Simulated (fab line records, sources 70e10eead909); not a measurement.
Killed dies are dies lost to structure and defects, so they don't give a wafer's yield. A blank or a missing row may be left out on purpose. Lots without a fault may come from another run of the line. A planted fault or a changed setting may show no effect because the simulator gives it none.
Which tool did it? | flow nand_harc | 11 lots, 33 wafers sampled, at 5 steps of a route of 1159

WHAT THE GAUGES READ, wafer by wafer
NHARC_A_CHANNEL_HOLE_D1_CD_MEAS_18. Usual: cd_nm 99.1 nm, standard deviation 2.5.
lot  | measured     | on        | cd_nm (nm)       | flag
L541 | day 8 18:36  | cd_sem-03 | 102.8 101.7 99.9 |
L545 | day 9 03:43  | cd_sem-03 | 99.3 97.3 102.6  |
L547 | day 10 02:56 | cd_sem-02 | 95.9 96.9 98.5   |
L549 | day 10 12:29 | cd_sem-02 | 101.2 94.7 99.3  |
L552 | day 11 14:08 | cd_sem-03 | 100.3 96.0 97.8  |
L555 | day 11 12:55 | cd_sem-01 | 98.7 100.0 100.9 |
L557 | day 12 13:41 | cd_sem-01 | 99.4 100.7 95.6  |
L559 | day 12 21:42 | cd_sem-01 | 100.6 97.4 101.9 |
L561 | day 13 12:28 | cd_sem-03 | 102.0 98.1 100.3 |
L562 | day 13 12:47 | cd_sem-02 | 92.1 97.1 95.3   |
L563 | day 14 01:23 | cd_sem-02 | 96.2 100.3 98.9  |

NHARC_END_SORT_01. Usual: killed_at_array 25, standard deviation 9.2; killed_at_other 0.9, standard deviation 1.3; killed_at_periphery 3.3, standard deviation 2.3; killed_dies 29, standard deviation 9.6; killed_open 3.2, standard deviation 1.8; killed_short 2, standard deviation 1.4.
lot  | measured     | on        | killed_at_array | killed_at_other | killed_at_periphery | killed_dies | killed_open | killed_short | flag
L541 | day 19 11:17 | prober-01 | 39 27 25        | 0 0 1           | 3 0 0               | 42 27 26    | 5 1 2       | 5 2 1        |
L545 | day 19 15:57 | prober-02 | 20 16 17        | 1 1 1           | 2 1 4               | 23 18 22    | 6 2 7       | 1 2 3        |
L547 | day 20 15:04 | prober-02 | 33 38 37        | 0 0 0           | 1 0 1               | 34 38 38    | 4 3 6       | 1 1 1        |
L549 | day 20 22:08 | prober-02 | 50 41 28        | 3 1 2           | 5 3 3               | 58 45 33    | 7 4 1       | 1 0 3        |
L552 | day 22 17:40 | prober-02 | 31 27 34        | 0 0 0           | 4 3 4               | 35 30 38    | 2 2 3       | 3 1 2        |
L555 | day 23 03:07 | prober-01 | 12 11 13        | 4 1 4           | 4 4 4               | 20 16 21    | 9 2 4       | 1 2 2        |
L557 | day 24 08:14 | prober-02 | 19 14 21        | 3 2 0           | 6 6 4               | 28 22 25    | 5 4 4       | 2 6 5        |
L559 | day 24 08:17 | prober-01 | 12 12 14        | 0 0 2           | 1 3 3               | 13 15 19    | 2 6 3       | 2 2 4        |
L561 | day 24 23:00 | prober-02 | 39 43 38        | 0 1 1           | 5 6 3               | 44 50 42    | 2 4 1       | 1 1 0        |
L562 | day 24 17:45 | prober-01 | 17 16 15        | 2 1 2           | 6 7 3               | 25 24 20    | 6 3 2       | 2 1 3        |
L563 | day 25 14:29 | prober-02 | 23 20 19        | 0 0 1           | 1 2 3               | 24 22 23    | 0 2 3       | 3 4 0        |

WHICH TOOL RAN EACH LOT (tool, then ch and the chambers of the sampled wafers, then the start)
lot  | NHARC_A_ZERO_WELL_ETCH_19          | NHARC_A_CHANNEL_HOLE_D1_ETCH_39    | NHARC_A_CHANNEL_HOLE_D1_ETCH_22
L541 | rie_diel-04 ch 1,2,3, day 6 21:55  | rie_diel-09 ch 1,2,3, day 8 17:41  | har_etch-01 ch 0,1, day 8 19:32
L545 | rie_diel-11 ch 0,2, day 7 13:07    | rie_diel-09 ch 0,1,2, day 9 02:49  | har_etch-02 ch 0,1, day 9 04:40
L547 | rie_diel-11 ch 0,1,2, day 8 11:19  | rie_diel-08 ch 1,2, day 10 01:42   | har_etch-01 ch 0,1, day 10 03:51
L549 | rie_diel-11 ch 1,2,3, day 8 20:58  | rie_diel-09 ch 0,2,3, day 10 11:34 | har_etch-01 ch 0,1, day 10 14:20
L552 | rie_diel-11 ch 0,1,2, day 9 15:48  | rie_diel-08 ch 0,2, day 11 13:11   | har_etch-01 ch 0,1, day 11 18:02
L555 | rie_diel-07 ch 1,2,3, day 9 18:57  | rie_diel-09 ch 0,3, day 11 11:58   | har_etch-02 ch 0,1, day 11 14:34
L557 | rie_diel-11 ch 0,2,3, day 10 19:40 | rie_diel-08 ch 0,2,3, day 12 12:45 | har_etch-02 ch 0,1, day 12 14:37
L559 | rie_diel-04 ch 0,1,2, day 11 06:13 | rie_diel-08 ch 0,1,3, day 12 20:46 | har_etch-02 ch 1, day 12 22:39
L561 | rie_diel-04 ch 1,2,3, day 11 18:58 | rie_diel-08 ch 1,2,3, day 13 11:31 | har_etch-01 ch 0,1, day 13 13:25
L562 | rie_diel-04 ch 0,1,2, day 11 23:12 | rie_diel-01 ch 0,1,3, day 13 11:55 | har_etch-02 ch 0,1, day 13 14:00
L563 | rie_diel-07 ch 0,1,2, day 12 06:52 | rie_diel-09 ch 1,2,3, day 14 00:28 | har_etch-02 ch 0,1, day 14 02:19
- NHARC_A_ZERO_WELL_ETCH_19: etches the open film in N2/H2, target depth 80 nm, overetch 24 nm, time 87.88 s.
- NHARC_A_CHANNEL_HOLE_D1_ETCH_39: etches the open film in N2/H2, target depth 260 nm, time 325 s.
- NHARC_A_CHANNEL_HOLE_D1_ETCH_22: etches the open film in C4F8/O2/Ar, time 666.7 s, target depth 1600 nm.

WHAT THE TOOLS THEMSELVES READ (means of the sampled wafers that have a number; where no wafer has one, the mark that the record gives instead)
NHARC_A_ZERO_WELL_ETCH_19. Usual: drypump_motor_current_A 5.8 A, standard deviation 0.37; oes_product_au 1.001 a.u., standard deviation 0.0089; rf_vpp_V 430.3 V, standard deviation 2.9; run_length_s 109.2 s, standard deviation 0.46; showerhead_plenum_p_Torr 2.03 Torr, standard deviation 0.1; throttle_valve_pct 14.172 %, standard deviation 0.0091.
lot  | tool        | drypump_motor_current_A (A) | oes_product_au (a.u.) | rf_vpp_V (V) | run_length_s (s) | showerhead_plenum_p_Torr (Torr) | throttle_valve_pct (%) | flag
L541 | rie_diel-04 | 5.8                         | 1.011                 | 429.7        | 109.2            | 2.01                            | 14.174                 |
L545 | rie_diel-11 | 5.9                         | 0.996                 | 433.2        | 109.1            | 2.12                            | 14.176                 |
L547 | rie_diel-11 | 5.9                         | 0.994                 | 431.2        | 108.9            | 2.07                            | 14.168                 |
L549 | rie_diel-11 | 6.1                         | 0.999                 | 429.6        | 109.1            | 2.01                            | 14.180                 |
L552 | rie_diel-11 | 5.9                         | 0.994                 | 431.6        | 109.0            | 2.07                            | 14.179                 |
L555 | rie_diel-07 | 5.8                         | 1.000                 | 431.0        | 109.3            | 2.03                            | 14.180                 |
L557 | rie_diel-11 | 5.9                         | 0.998                 | 431.2        | 109.2            | 2.07                            | 14.175                 |
L559 | rie_diel-04 | 5.7                         | 1.008                 | 429.2        | 109.3            | 2.01                            | 14.177                 |
L561 | rie_diel-04 | 5.8                         | 1.001                 | 429.0        | 109.4            | 2.01                            | 14.175                 |
L562 | rie_diel-04 | 5.7                         | 1.010                 | 429.9        | 109.4            | 2.01                            | 14.170                 |
L563 | rie_diel-07 | 5.4                         | 0.997                 | 433.1        | 108.9            | 2.12                            | 14.168                 |

NHARC_A_CHANNEL_HOLE_D1_ETCH_39. Usual: drypump_motor_current_A 5.7 A, standard deviation 0.53; oes_product_au 1.000 a.u., standard deviation 0.0099; rf_vpp_V 430 V, standard deviation 3.1; run_length_s 346.3 s, standard deviation 0.47; showerhead_plenum_p_Torr 2.03 Torr, standard deviation 0.11; throttle_valve_pct 14.170 %, standard deviation 0.0097.
lot  | tool        | drypump_motor_current_A (A) | oes_product_au (a.u.) | rf_vpp_V (V) | run_length_s (s) | showerhead_plenum_p_Torr (Torr) | throttle_valve_pct (%) | flag
L541 | rie_diel-09 | 5.2                         | 0.996                 | 430          | 346.3            | 2.06                            | 14.179                 |
L545 | rie_diel-09 | 5.1                         | 0.997                 | 428          | 346.2            | 1.96                            | 14.162                 |
L547 | rie_diel-08 | 6.4                         | 1.010                 | 434          | 346.1            | 2.14                            | 14.169                 |
L549 | rie_diel-09 | 5.2                         | 0.994                 | 429          | 321.7            | 2.00                            | 14.162                 | OFF
L552 | rie_diel-08 | 5.9                         | 1.005                 | 433          | 346.1            | 2.13                            | 14.170                 |
L555 | rie_diel-09 | 5.2                         | 0.988                 | 432          | 321.4            | 2.09                            | 14.175                 | OFF
L557 | rie_diel-08 | 5.9                         | 1.007                 | 431          | 346.3            | 2.06                            | 14.175                 |
L559 | rie_diel-08 | 6.2                         | 1.000                 | 431          | 346.4            | 2.07                            | 14.169                 |
L561 | rie_diel-08 | 6.0                         | 1.010                 | 431          | 346.0            | 2.07                            | 14.170                 |
L562 | rie_diel-01 | 5.6                         | 0.994                 | 429          | 346.5            | 1.97                            | 14.172                 |
L563 | rie_diel-09 | 5.2                         | 1.000                 | 432          | 346.0            | 2.05                            | 14.162                 |

NHARC_A_CHANNEL_HOLE_D1_ETCH_22. Usual: drypump_motor_current_A 5.5 A, standard deviation 0.42; he_backside_leak_sccm 5.5 sccm, standard deviation 0.52; showerhead_plenum_p_Torr 3.77 Torr, standard deviation 0.085; throttle_valve_pct 32.155 %, standard deviation 0.0094.
lot  | tool        | drypump_motor_current_A (A) | he_backside_leak_sccm (sccm) | showerhead_plenum_p_Torr (Torr) | throttle_valve_pct (%) | flag
L541 | har_etch-01 | 5.1                         | 5.8                          | 3.77                            | 32.155                 |
L545 | har_etch-02 | 6.0                         | 4.9                          | 3.82                            | 32.152                 |
L547 | har_etch-01 | 5.2                         | 5.7                          | 3.70                            | 32.143                 |
L549 | har_etch-01 | 5.3                         | 5.7                          | 3.69                            | 32.163                 |
L552 | har_etch-01 | 5.1                         | 5.8                          | 3.74                            | 32.144                 |
L555 | har_etch-02 | 5.8                         | 5.2                          | 3.83                            | 32.161                 |
L557 | har_etch-02 | 5.9                         | 5.1                          | 3.82                            | 32.162                 |
L559 | har_etch-02 | 6.1                         | 5.3                          | 3.77                            | 32.150                 |
L561 | har_etch-01 | 5.1                         | 6.1                          | 3.73                            | 32.153                 |
L562 | har_etch-02 | 5.9                         | 5.3                          | 3.81                            | 32.158                 |
L563 | har_etch-02 | 6.0                         | 5.1                          | 3.79                            | 32.161                 |

THE ANSWER, worked out from the rows above alone
Rule: a lot is off if the mean of its wafers that have a number lies more than 3 standard deviations from the usual mean. A lot without any number at a reading at which 4 lots or more have one is off too. The other lots that the step has rows for count as sound. The gauges are gone through in route order, then the tools' own readings, and for those a lot's mean is taken as printed above. The first step at which some lot is off is used, and at that step the reading that is off furthest; a lot without a number counts as furthest.
Off: L549, L555, at NHARC_A_CHANNEL_HOLE_D1_ETCH_39 (run_length_s).
A tool fits if, at that step or a process step before it, it ran every lot that is off, and no sound lot after the first of them. None of those tried fits.

WHAT THE SIMULATOR HAD PUT IN
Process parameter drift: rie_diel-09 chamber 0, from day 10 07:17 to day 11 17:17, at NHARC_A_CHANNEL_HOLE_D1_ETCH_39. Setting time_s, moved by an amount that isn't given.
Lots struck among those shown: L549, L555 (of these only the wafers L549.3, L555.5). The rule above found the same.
